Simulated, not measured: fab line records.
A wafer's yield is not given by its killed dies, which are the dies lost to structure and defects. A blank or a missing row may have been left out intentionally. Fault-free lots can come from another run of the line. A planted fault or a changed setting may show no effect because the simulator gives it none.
Which tool did it? :: flow n5-finfet :: 9 lots with 26 wafers sampled at 5 steps, on a route of 1938 steps

== WHAT THE GAUGES READ, wafer by wafer ==
N5_BEOL_M4_RC_MEAS_101. Usual: DIBL_N 36.6 mV/V, standard deviation 1.8; DIBL_P 37.1 mV/V, standard deviation 2.1; IOFF_N 0.17 nA/um, standard deviation 0.033; IOFF_P 0.23 nA/um, standard deviation 0.039; ION_N 681 uA/um, standard deviation 13; ION_P 467 uA/um, standard deviation 8.7; SS_N 71.6 mV/dec, standard deviation 0.59; SS_P 73.4 mV/dec, standard deviation 0.63; VT_N 249 mV, standard deviation 3.4; VT_P -249 mV, standard deviation 3.7.
lot: L854
measured: day 8 16:04
on: prober-01
DIBL_N (mV/V): 38.0 38.2 38.5
DIBL_P (mV/V): 40.2 38.5 40.0
IOFF_N (nA/um): 0.19 0.18 0.18
IOFF_P (nA/um): 0.25 0.21 0.24
ION_N (uA/um): 693 672 686
ION_P (uA/um): 471 456 468
SS_N (mV/dec): 71.1 71.4 71.2
SS_P (mV/dec): 73.5 72.3 73.1
VT_N (mV): 245 249 249
VT_P (mV): -248 -251 -248
flag: 

lot: L857
measured: day 9 11:08
on: prober-01
DIBL_N (mV/V): 32.4 37.3 35.6
DIBL_P (mV/V): 32.3 37.8 35.1
IOFF_N (nA/um): 0.11 0.19 0.15
IOFF_P (nA/um): 0.14 0.21 0.17
ION_N (uA/um): 664 687 676
ION_P (uA/um): 453 466 462
SS_N (mV/dec): 70.3 72.4 72.0
SS_P (mV/dec): 72.2 73.7 72.6
VT_N (mV): 253 246 251
VT_P (mV): -255 -250 -256
flag: 

lot: L858
measured: day 9 23:52
on: prober-02
DIBL_N (mV/V): 37.5 37.0 37.9
DIBL_P (mV/V): 38.9 38.5 38.8
IOFF_N (nA/um): 0.18 0.18 0.18
IOFF_P (nA/um): 0.21 0.22 0.21
ION_N (uA/um): 692 690 673
ION_P (uA/um): 469 468 455
SS_N (mV/dec): 71.5 71.0 71.7
SS_P (mV/dec): 73.4 73.3 73.7
VT_N (mV): 248 248 253
VT_P (mV): -253 -251 -254
flag: 

lot: L864
measured: day 11 04:32
on: prober-02
DIBL_N (mV/V): 32.8 36.2 34.1
DIBL_P (mV/V): 33.6 38.0 34.3
IOFF_N (nA/um): 0.11 0.18 0.13
IOFF_P (nA/um): 0.20 0.28 0.20
ION_N (uA/um): 665 690 672
ION_P (uA/um): 464 478 463
SS_N (mV/dec): 71.2 71.0 70.5
SS_P (mV/dec): 73.2 74.2 72.9
VT_N (mV): 254 245 254
VT_P (mV): -248 -245 -246
flag: 

lot: L866
measured: day 11 22:51
on: prober-02
DIBL_N (mV/V): 36.9 36.6 34.4
DIBL_P (mV/V): 38.0 36.7 34.3
IOFF_N (nA/um): 0.18 0.15 0.12
IOFF_P (nA/um): 0.20 0.17 0.14
ION_N (uA/um): 693 659 656
ION_P (uA/um): 464 448 446
SS_N (mV/dec): 71.8 73.0 71.8
SS_P (mV/dec): 74.5 73.7 73.4
VT_N (mV): 248 252 253
VT_P (mV): -251 -257 -259
flag: 

lot: L870
measured: day 12 21:51
on: prober-01
DIBL_N (mV/V): 41.1 38.7 42.3
DIBL_P (mV/V): 37.9 36.7 40.7
IOFF_N (nA/um): 0.23 0.17 0.27
IOFF_P (nA/um): 0.26 0.24 0.31
ION_N (uA/um): 681 688 699
ION_P (uA/um): 464 470 473
SS_N (mV/dec): 72.8 71.3 72.5
SS_P (mV/dec): 73.4 73.5 74.0
VT_N (mV): 247 252 245
VT_P (mV): -248 -248 -246
flag: 

lot: L871
measured: day 12 23:22
on: prober-02
DIBL_N (mV/V): 36.7 37.9
DIBL_P (mV/V): 37.5 38.8
IOFF_N (nA/um): 0.18 0.19
IOFF_P (nA/um): 0.25 0.26
ION_N (uA/um): 688 673
ION_P (uA/um): 472 462
SS_N (mV/dec): 72.1 72.6
SS_P (mV/dec): 73.5 74.4
VT_N (mV): 248 247
VT_P (mV): -245 -247
flag: 

lot: L872
measured: day 13 03:09
on: prober-02
DIBL_N (mV/V): 38.1 34.8 36.8
DIBL_P (mV/V): 39.0 35.4 37.6
IOFF_N (nA/um): 0.21 0.14 0.17
IOFF_P (nA/um): 0.29 0.23 0.28
ION_N (uA/um): 691 673 699
ION_P (uA/um): 475 476 487
SS_N (mV/dec): 71.5 71.7 71.0
SS_P (mV/dec): 73.3 72.8 72.7
VT_N (mV): 243 249 247
VT_P (mV): -243 -244 -242
flag: 

lot: L875
measured: day 13 12:21
on: prober-01
DIBL_N (mV/V): 37.6 35.7 35.8
DIBL_P (mV/V): 36.1 34.1 33.4
IOFF_N (nA/um): 0.19 0.15 0.14
IOFF_P (nA/um): 0.23 0.19 0.19
ION_N (uA/um): 680 683 659
ION_P (uA/um): 465 460 454
SS_N (mV/dec): 71.9 71.6 71.4
SS_P (mV/dec): 73.3 72.8 72.7
VT_N (mV): 248 249 251
VT_P (mV): -248 -250 -250
flag: 

== WHAT TOOL EACH LOT RAN ON (gives the tool, then ch and the chambers of the sampled wafers, and finally the start) ==
lot: L854
N5_HKMG_FIN_DESCUM_53: rie-diel-06 ch 1,2, day 4 10:13
N5_HKMG_FIN_ETCH_54: rie-diel-06 ch 1,2, day 4 10:15
N5_HKMG_FIN_STRIP_57: rie-diel-06 ch 1,2, day 4 10:30
N5_HKMG_FIN_COAT_30: litho-track-01 ch 0, day 4 13:08

lot: L857
N5_HKMG_FIN_DESCUM_53: rie-diel-01 ch 1,2, day 5 06:40
N5_HKMG_FIN_ETCH_54: rie-diel-01 ch 1,2, day 5 06:41
N5_HKMG_FIN_STRIP_57: rie-diel-01 ch 1,2, day 5 06:56
N5_HKMG_FIN_COAT_30: litho-track-01 ch 0, day 5 09:36

lot: L858
N5_HKMG_FIN_DESCUM_53: rie-diel-01 ch 1,2,3, day 5 14:29
N5_HKMG_FIN_ETCH_54: rie-diel-01 ch 1,2,3, day 5 14:31
N5_HKMG_FIN_STRIP_57: rie-diel-01 ch 1,2,3, day 5 14:46
N5_HKMG_FIN_COAT_30: litho-track-05 ch 0, day 5 17:35

lot: L864
N5_HKMG_FIN_DESCUM_53: rie-diel-06 ch 2,3, day 7 01:16
N5_HKMG_FIN_ETCH_54: rie-diel-06 ch 2,3, day 7 01:19
N5_HKMG_FIN_STRIP_57: rie-diel-06 ch 2,3, day 7 01:33
N5_HKMG_FIN_COAT_30: litho-track-01 ch 0, day 7 04:13

lot: L866
N5_HKMG_FIN_DESCUM_53: rie-diel-01 ch 0,1,2, day 7 13:07
N5_HKMG_FIN_ETCH_54: rie-diel-01 ch 0,1,2, day 7 13:10
N5_HKMG_FIN_STRIP_57: rie-diel-01 ch 0,1,2, day 7 13:25
N5_HKMG_FIN_COAT_30: litho-track-01 ch 0, day 7 16:16

lot: L870
N5_HKMG_FIN_DESCUM_53: rie-diel-04 ch 0,2,3, day 8 10:58
N5_HKMG_FIN_ETCH_54: rie-diel-04 ch 0,2,3, day 8 10:59
N5_HKMG_FIN_STRIP_57: rie-diel-04 ch 0,2,3, day 8 11:14
N5_HKMG_FIN_COAT_30: litho-track-02 ch 0, day 8 14:20

lot: L871
N5_HKMG_FIN_DESCUM_53: rie-diel-06 ch 3, day 8 21:09
N5_HKMG_FIN_ETCH_54: rie-diel-06 ch 3, day 8 21:11
N5_HKMG_FIN_STRIP_57: rie-diel-06 ch 3, day 8 21:26
N5_HKMG_FIN_COAT_30: litho-track-05 ch 0, day 9 00:04

lot: L872
N5_HKMG_FIN_DESCUM_53: rie-diel-04 ch 0,3, day 9 01:08
N5_HKMG_FIN_ETCH_54: rie-diel-04 ch 0,3, day 9 01:10
N5_HKMG_FIN_STRIP_57: rie-diel-04 ch 0,3, day 9 01:25
N5_HKMG_FIN_COAT_30: litho-track-05 ch 0, day 9 04:04

lot: L875
N5_HKMG_FIN_DESCUM_53: rie-diel-01 ch 1,2, day 9 17:01
N5_HKMG_FIN_ETCH_54: rie-diel-01 ch 1,2, day 9 17:04
N5_HKMG_FIN_STRIP_57: rie-diel-01 ch 1,2, day 9 17:18
N5_HKMG_FIN_COAT_30: litho-track-05 ch 0, day 9 19:56
- N5_HKMG_FIN_DESCUM_53: chemistry O2, time 7.9 s.
- N5_HKMG_FIN_ETCH_54: etches SiARC in CF4, target depth 45.5 nm, time 75.8 s.
- N5_HKMG_FIN_STRIP_57: strips in CF4.
- N5_HKMG_FIN_COAT_30: time 60 s, resist thk 35 nm.

== AS READ BY THE TOOLS THEMSELVES (means over the sampled wafers that have a number; for cases with no such wafer, the mark the record gives instead) ==
N5_HKMG_FIN_DESCUM_53. Usual: drypump-motor-current-A 5.7 A, standard deviation 0.4; oes-product-au 0.79 a.u., standard deviation 0.088; rf-vpp-V 243.2 V, standard deviation 1.4; showerhead-plenum-p-Torr 2.10 Torr, standard deviation 0.066; throttle-valve-pct 20.45 %, standard deviation 0.25.
lot: L854
tool: rie-diel-06
drypump-motor-current-A (A): 5.6
oes-product-au (a.u.): 0.80
rf-vpp-V (V): 242.7
showerhead-plenum-p-Torr (Torr): 2.03
throttle-valve-pct (%): 20.49
flag: 

lot: L857
tool: rie-diel-01
drypump-motor-current-A (A): 5.3
oes-product-au (a.u.): 0.71
rf-vpp-V (V): 243.7
showerhead-plenum-p-Torr (Torr): 2.12
throttle-valve-pct (%): 20.62
flag: 

lot: L858
tool: rie-diel-01
drypump-motor-current-A (A): 5.3
oes-product-au (a.u.): 0.77
rf-vpp-V (V): 243.6
showerhead-plenum-p-Torr (Torr): 2.12
throttle-valve-pct (%): 20.60
flag: 

lot: L864
tool: rie-diel-06
drypump-motor-current-A (A): 5.8
oes-product-au (a.u.): 0.84
rf-vpp-V (V): 243.8
showerhead-plenum-p-Torr (Torr): 2.11
throttle-valve-pct (%): 20.22
flag: 

lot: L866
tool: rie-diel-01
drypump-motor-current-A (A): 5.7
oes-product-au (a.u.): 0.87
rf-vpp-V (V): 243.9
showerhead-plenum-p-Torr (Torr): 2.14
throttle-valve-pct (%): 20.31
flag: 

lot: L870
tool: rie-diel-04
drypump-motor-current-A (A): 5.8
oes-product-au (a.u.): 0.74
rf-vpp-V (V): 242.2
showerhead-plenum-p-Torr (Torr): 2.05
throttle-valve-pct (%): 20.43
flag: 

lot: L871
tool: rie-diel-06
drypump-motor-current-A (A): 6.0
oes-product-au (a.u.): 0.77
rf-vpp-V (V): 243.3
showerhead-plenum-p-Torr (Torr): 2.09
throttle-valve-pct (%): 20.27
flag: 

lot: L872
tool: rie-diel-04
drypump-motor-current-A (A): 6.0
oes-product-au (a.u.): 0.74
rf-vpp-V (V): 242.1
showerhead-plenum-p-Torr (Torr): 2.02
throttle-valve-pct (%): 20.28
flag: 

lot: L875
tool: rie-diel-01
drypump-motor-current-A (A): 5.3
oes-product-au (a.u.): 0.84
rf-vpp-V (V): 243.7
showerhead-plenum-p-Torr (Torr): 2.10
throttle-valve-pct (%): 20.43
flag: 

N5_HKMG_FIN_ETCH_54. Usual: drypump-motor-current-A 5.7 A, standard deviation 0.4; etch-rf-on-time-s 75.8 s, standard deviation 2.5; oes-product-au 0.67 a.u., standard deviation 0.075; rf-vpp-V 184.2 V, standard deviation 1.3; showerhead-plenum-p-Torr 2.15 Torr, standard deviation 0.068; throttle-valve-pct 15.65 %, standard deviation 0.27.
lot: L854
tool: rie-diel-06
drypump-motor-current-A (A): 5.6
etch-rf-on-time-s (s): 75.3
oes-product-au (a.u.): 0.68
rf-vpp-V (V): 183.0
showerhead-plenum-p-Torr (Torr): 2.08
throttle-valve-pct (%): 15.70
flag: 

lot: L857
tool: rie-diel-01
drypump-motor-current-A (A): 5.3
etch-rf-on-time-s (s): 78.3
oes-product-au (a.u.): 0.60
rf-vpp-V (V): 183.8
showerhead-plenum-p-Torr (Torr): 2.19
throttle-valve-pct (%): 15.95
flag: 

lot: L858
tool: rie-diel-01
drypump-motor-current-A (A): 5.4
etch-rf-on-time-s (s): 76.2
oes-product-au (a.u.): 0.66
rf-vpp-V (V): 185.0
showerhead-plenum-p-Torr (Torr): 2.18
throttle-valve-pct (%): 15.87
flag: 

lot: L864
tool: rie-diel-06
drypump-motor-current-A (A): 5.8
etch-rf-on-time-s (s): 74.6
oes-product-au (a.u.): 0.71
rf-vpp-V (V): 185.0
showerhead-plenum-p-Torr (Torr): 2.16
throttle-valve-pct (%): 15.40
flag: 

lot: L866
tool: rie-diel-01
drypump-motor-current-A (A): 5.7
etch-rf-on-time-s (s): 76.2
oes-product-au (a.u.): 0.74
rf-vpp-V (V): 184.7
showerhead-plenum-p-Torr (Torr): 2.20
throttle-valve-pct (%): 15.57
flag: 

lot: L870
tool: rie-diel-04
drypump-motor-current-A (A): 5.8
etch-rf-on-time-s (s): 75.7
oes-product-au (a.u.): 0.63
rf-vpp-V (V): 183.6
showerhead-plenum-p-Torr (Torr): 2.08
throttle-valve-pct (%): 15.55
flag: 

lot: L871
tool: rie-diel-06
drypump-motor-current-A (A): 6.0
etch-rf-on-time-s (s): 73.5
oes-product-au (a.u.): 0.67
rf-vpp-V (V): 184.9
showerhead-plenum-p-Torr (Torr): 2.14
throttle-valve-pct (%): 15.45
flag: 

lot: L872
tool: rie-diel-04
drypump-motor-current-A (A): 6.0
etch-rf-on-time-s (s): 73.4
oes-product-au (a.u.): 0.65
rf-vpp-V (V): 182.9
showerhead-plenum-p-Torr (Torr): 2.06
throttle-valve-pct (%): 15.42
flag: 

lot: L875
tool: rie-diel-01
drypump-motor-current-A (A): 5.3
etch-rf-on-time-s (s): 77.9
oes-product-au (a.u.): 0.71
rf-vpp-V (V): 183.4
showerhead-plenum-p-Torr (Torr): 2.17
throttle-valve-pct (%): 15.71
flag: 

N5_HKMG_FIN_STRIP_57. Usual: drypump-motor-current-A 5.7 A, standard deviation 0.4; oes-product-au 0.78 a.u., standard deviation 0.078; power-w 300.2 W, standard deviation 0.92; rf-vpp-V 271.3 V, standard deviation 1.4; showerhead-plenum-p-Torr 1.80 Torr, standard deviation 0.055; throttle-valve-pct 13.62 %, standard deviation 0.28.
lot: L854
tool: rie-diel-06
drypump-motor-current-A (A): 5.6
oes-product-au (a.u.): 0.79
power-w (W): 300.3
rf-vpp-V (V): 270.0
showerhead-plenum-p-Torr (Torr): 1.74
throttle-valve-pct (%): 13.66
flag: 

lot: L857
tool: rie-diel-01
drypump-motor-current-A (A): 5.3
oes-product-au (a.u.): 0.72
power-w (W): 299.6
rf-vpp-V (V): 272.0
showerhead-plenum-p-Torr (Torr): 1.83
throttle-valve-pct (%): 13.93
flag: 

lot: L858
tool: rie-diel-01
drypump-motor-current-A (A): 5.3
oes-product-au (a.u.): 0.76
power-w (W): 299.7
rf-vpp-V (V): 271.7
showerhead-plenum-p-Torr (Torr): 1.83
throttle-valve-pct (%): 13.82
flag: 

lot: L864
tool: rie-diel-06
drypump-motor-current-A (A): 5.8
oes-product-au (a.u.): 0.82
power-w (W): 299.6
rf-vpp-V (V): 271.6
showerhead-plenum-p-Torr (Torr): 1.80
throttle-valve-pct (%): 13.35
flag: 

lot: L866
tool: rie-diel-01
drypump-motor-current-A (A): 5.7
oes-product-au (a.u.): 0.86
power-w (W): 301.5
rf-vpp-V (V): 271.7
showerhead-plenum-p-Torr (Torr): 1.84
throttle-valve-pct (%): 13.49
flag: 

lot: L870
tool: rie-diel-04
drypump-motor-current-A (A): 5.8
oes-product-au (a.u.): 0.74
power-w (W): 300.4
rf-vpp-V (V): 271.0
showerhead-plenum-p-Torr (Torr): 1.75
throttle-valve-pct (%): 13.55
flag: 

lot: L871
tool: rie-diel-06
drypump-motor-current-A (A): 6.0
oes-product-au (a.u.): 0.76
power-w (W): 300.6
rf-vpp-V (V): 271.5
showerhead-plenum-p-Torr (Torr): 1.78
throttle-valve-pct (%): 13.43
flag: 

lot: L872
tool: rie-diel-04
drypump-motor-current-A (A): 6.0
oes-product-au (a.u.): 0.73
power-w (W): 300.1
rf-vpp-V (V): 269.5
showerhead-plenum-p-Torr (Torr): 1.74
throttle-valve-pct (%): 13.44
flag: 

lot: L875
tool: rie-diel-01
drypump-motor-current-A (A): 5.3
oes-product-au (a.u.): 0.83
power-w (W): 299.9
rf-vpp-V (V): 271.7
showerhead-plenum-p-Torr (Torr): 1.82
throttle-valve-pct (%): 13.63
flag: 

N5_HKMG_FIN_COAT_30. Usual: spin-speed-rpm at 1499.9 rpm, with a standard deviation of 1.
lot: L854
tool: litho-track-01
spin-speed-rpm (rpm): 1500.8
flag: 

lot: L857
tool: litho-track-01
spin-speed-rpm (rpm): 1500.8
flag: 

lot: L858
tool: litho-track-05
spin-speed-rpm (rpm): 1499.8
flag: 

lot: L864
tool: litho-track-01
spin-speed-rpm (rpm): 1613.1
flag: OFF

lot: L866
tool: litho-track-01
spin-speed-rpm (rpm): 1614.0
flag: OFF

lot: L870
tool: litho-track-02
spin-speed-rpm (rpm): 1500.6
flag: 

lot: L871
tool: litho-track-05
spin-speed-rpm (rpm): 1499.4
flag: 

lot: L872
tool: litho-track-05
spin-speed-rpm (rpm): 1499.9
flag: 

lot: L875
tool: litho-track-05
spin-speed-rpm (rpm): 1500.8
flag: 

== THE ANSWER, worked out from the rows above alone ==
Rule: a lot is off if the mean of its wafers that have a number lies more than 3 standard deviations from the usual mean. A lot without any number at a reading at which 4 lots or more have one is off too. Any other lot the step has rows for is counted as sound. Order of review: gauges by route order, followed by the tools' own readings, for which a lot's mean as printed above is used. At the first step where some lot is off, the reading lying furthest off is the one used; lots without a number count as furthest.
Off, at N5_HKMG_FIN_COAT_30 on spin-speed-rpm: L864, L866.
If a tool, at that step or one of the process steps before it, ran each lot that is off and ran no sound lot following the first of them, it fits. One fits: litho-track-01 at N5_HKMG_FIN_COAT_30. Its last sound lot is L857 (day 5 09:36), its first lot that is off L864 (day 7 04:13): a fault that began between those two fits.
On the lots that are off, the tool's own readings at N5_HKMG_FIN_COAT_30 differ by more than 5 times the standard deviation of the sound lots' means, which bears it out; spin-speed-rpm reads 1613.5 rpm there versus 1500.3 rpm on the sound lots.

== WHAT THE SIMULATOR HAD PUT IN ==
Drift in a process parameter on litho-track-01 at N5_HKMG_FIN_COAT_30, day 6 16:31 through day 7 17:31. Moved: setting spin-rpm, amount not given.
Shown lots that were struck: L864, L866. The rule above reached the same finding.
